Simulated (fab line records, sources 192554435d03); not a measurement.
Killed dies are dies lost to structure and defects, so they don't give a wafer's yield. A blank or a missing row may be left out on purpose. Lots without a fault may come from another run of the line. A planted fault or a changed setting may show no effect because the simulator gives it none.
Chamber matching | flow n5_finfet | N5_BEOL_M6_DESCUM_33 on rie_diel-04: 4 sister chambers
The step chemistry O2, time 7 s. 8 wafers are shown with their chamber, then 10 later ones without.

WAFERS WITH THEIR CHAMBER
wafer  | chamber | showerhead_plenum_p_Torr (Torr) | drypump_motor_current_A (A)
L077.6 | 3       | 2.06                            | 5.4
L081.3 | 3       | 2.06                            | 5.3
L086.2 | 2       | 2.19                            | 5.8
L085.1 | 0       | 2.15                            | 5.3
L085.2 | 1       | 2.14                            | 5.4
L085.6 | 1       | 2.14                            | 5.4
L091.1 | 0       | 2.14                            | 5.4
L091.2 | 2       | 2.19                            | 5.8

WAFERS WITHOUT THEIR CHAMBER
wafer  | showerhead_plenum_p_Torr (Torr) | drypump_motor_current_A (A)
L091.4 | 2.05                            | 5.3
L093.1 | 2.19                            | 5.9
L093.5 | 2.14                            | 5.4
L093.6 | 2.19                            | 5.9
L094.2 | 2.14                            | 5.4
L094.3 | 2.05                            | 5.3
L094.5 | 2.14                            | 5.4
L096.4 | 2.04                            | 5.4
L096.5 | 2.19                            | 5.8
L096.6 | 2.14                            | 5.4

WHICH CHAMBER EACH WENT THROUGH
wafer  | from the rows above     | in truth
L091.4 | 3                       | 3
L093.1 | 2                       | 2
L093.5 | can't be placed: 1 or 0 | 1
L093.6 | 2                       | 2
L094.2 | can't be placed: 1 or 0 | 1
L094.3 | 3                       | 3
L094.5 | can't be placed: 1 or 0 | 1
L096.4 | 3                       | 3
L096.5 | 2                       | 2
L096.6 | can't be placed: 1 or 0 | 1
Placed correctly: 6 of 10. Can't be placed from these rows: 4 (the true chamber is among the candidates in 4). Placed wrongly: 0.
How it was worked out, from the rows above alone: a wafer's distance from a chamber is the root of the sum, over the readings, of the square of ((its reading less the chamber's mean) divided by the reading's scatter). The wafer belongs to the nearest chamber; if the next one is less than 2 further off, it can't be placed. A chamber's mean is the mean of its shown wafers. The scatter: the root of (the sum of the squares of (reading less its chamber's mean) over the shown wafers, divided by (wafers less chambers)).
